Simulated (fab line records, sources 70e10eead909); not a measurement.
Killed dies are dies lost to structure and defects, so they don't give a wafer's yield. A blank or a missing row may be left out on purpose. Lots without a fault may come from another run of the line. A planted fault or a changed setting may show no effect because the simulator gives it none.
Problem report in the 8D (eight disciplines) form, filled by code | flow nand_harc | the parts of the form that need people (team, actions taken, sign-off) are left out

1. THE PROBLEM
thk_nm at NHARC_A_ONON_D1_THK_MEAS_05 reads a mean of 1494 nm on 3 wafers of 2 lots; wafers without a fault read 998 nm with a standard deviation of 10. That is +50 standard deviations from the usual mean.
The step: measures by ellipsometry.
First seen on wafer L466.3, day 16 13:49, on film_metro-01. The record holds 38 wafers of 13 lots with a number at this step. Rule for "out", or "out of limits": more than 4 standard deviations from the usual mean. The other wafers with a number count as sound.

2. WHAT IT IS AND WHAT IT IS NOT
question                    | is                     | is not
which readings at this step | thk_nm                 | -
which lots                  | L466, L467             | L447, L449, L450, L452, L454, L455, L456, L457, L459, L462, L468
which wafers of those lots  | L466.3, L466.6, L467.3 | L467.1, L467.4
read on which gauges        | film_metro-01          | film_metro-02
when                        | from day 16 13:49      | up to then (30 sound wafers); but 5 sound wafers of L467, L468 came after

3. SUSPECTS, AND WHAT RULES EACH OUT
Counting: a tool at a process step up to the reading stays a suspect if it ran every lot that is out. Sound lots after the first of them don't rule it out here, since some wafers of a struck lot are sound.
- the gauge at NHARC_A_ONON_D1_THK_MEAS_05: ruled out. All the wafers that are out were read on film_metro-01, but those of them that NHARC_END_SORT_01 has rows for are out there too, on other tools.
- pecvd_onon-03 at NHARC_A_ONON_D1_DEP_03 (target thk 1000 nm): kept. It ran every lot that is out, first L466 (day 16 13:25); its last sound lot up to then is L462 (day 15 03:10).
Left after counting: pecvd_onon-03 at NHARC_A_ONON_D1_DEP_03.

4. THE CAUSE (what the simulator had put in)
Process parameter drift: pecvd_onon-03, from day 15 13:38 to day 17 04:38, at NHARC_A_ONON_D1_DEP_03. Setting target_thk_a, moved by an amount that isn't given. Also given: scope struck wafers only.
Counting left only this tool.

5. THE CHAIN OF EFFECTS, in route order
Each row: a reading whose mean over the struck wafers that have a number lies more than 3 standard deviations from the usual. Only readings for which the record gives a usual standard deviation are gone through. hours: the time from each lot's start at the first step in this table that gives one to its start at this step, as a median over the lots. sigmas: the change in usual standard deviations.
hours | step                        | reading         | usual  | on struck wafers | change | sigmas
0     | NHARC_A_ONON_D1_THK_MEAS_05 | thk_nm          | 998 nm | 1494             | +496   | +50
396   | NHARC_END_SORT_01           | killed_at_array | 56     | 666              | +610   | +36
396   | NHARC_END_SORT_01           | killed_dies     | 61     | 677              | +616   | +38

6. WHAT WOULD HAVE CAUGHT IT SOONER
In this record the first reading out of limits at a measuring or inspecting step was taken at day 16 13:49, 24 hours after the fault began at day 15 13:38.
Of the tool readings at NHARC_A_ONON_D1_DEP_03 for which the record gives a usual standard deviation, none was out on any struck wafer, so an alarm limit of 4 standard deviations on them would not have fired.
Of the lots that are out (2), L467 began NHARC_A_ONON_D1_DEP_03 on pecvd_onon-03 after day 16 13:49. A hold on the tool at that time would have spared it.
